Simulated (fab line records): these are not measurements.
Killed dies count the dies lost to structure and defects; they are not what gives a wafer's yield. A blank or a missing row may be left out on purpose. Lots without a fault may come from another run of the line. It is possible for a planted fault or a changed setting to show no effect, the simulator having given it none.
Chamber matching / flow n5-finfet / rie-diel-04 running N5_BEOL_M2_STRIP_19: 4 sister chambers
The step strips in O2. 4 wafers are shown with their chamber, then 12 later ones without.

EACH WAFER AND ITS CHAMBER
wafer=L093.4; chamber=1; drypump-motor-current-A (A)=5.4
wafer=L091.2; chamber=3; drypump-motor-current-A (A)=5.5
wafer=L091.4; chamber=2; drypump-motor-current-A (A)=4.7
wafer=L091.5; chamber=0; drypump-motor-current-A (A)=6.2

WAFERS WHOSE CHAMBER IS MISSING
wafer=L094.3; drypump-motor-current-A (A)=5.5
wafer=L094.4; drypump-motor-current-A (A)=4.7
wafer=L094.5; drypump-motor-current-A (A)=6.1
wafer=L092.1; drypump-motor-current-A (A)=4.7
wafer=L092.2; drypump-motor-current-A (A)=6.1
wafer=L092.5; drypump-motor-current-A (A)=6.1
wafer=L096.2; drypump-motor-current-A (A)=5.5
wafer=L096.4; drypump-motor-current-A (A)=4.7
wafer=L096.6; drypump-motor-current-A (A)=4.7
wafer=L097.2; drypump-motor-current-A (A)=4.7
wafer=L097.3; drypump-motor-current-A (A)=6.2
wafer=L097.5; drypump-motor-current-A (A)=5.5

THE CHAMBER EACH PASSED THROUGH
wafer=L094.3; from the rows above=can't be placed: 3 or 1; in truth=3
wafer=L094.4; from the rows above=2; in truth=2
wafer=L094.5; from the rows above=0; in truth=0
wafer=L092.1; from the rows above=2; in truth=2
wafer=L092.2; from the rows above=0; in truth=0
wafer=L092.5; from the rows above=0; in truth=0
wafer=L096.2; from the rows above=can't be placed: 3 or 1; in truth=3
wafer=L096.4; from the rows above=2; in truth=2
wafer=L096.6; from the rows above=2; in truth=2
wafer=L097.2; from the rows above=2; in truth=2
wafer=L097.3; from the rows above=0; in truth=0
wafer=L097.5; from the rows above=can't be placed: 3 or 1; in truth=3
Correctly placed: 9 of 12. Can't be placed from these rows: 3 (the true chamber is among the candidates in 3). Placed wrongly: 0.
How it was worked out, from the rows above alone: a wafer's distance from a chamber is the root of the sum, over the readings, of the square of ((its reading less the chamber's mean) divided by the reading's scatter). The wafer belongs to the nearest chamber; if the next one is less than 2 further off, it can't be placed. For every chamber, the mean is computed from those of its wafers that are shown. The scatter: with one shown wafer a chamber, the root of the mean of the squares of how far each hidden wafer lies from its nearest shown one.
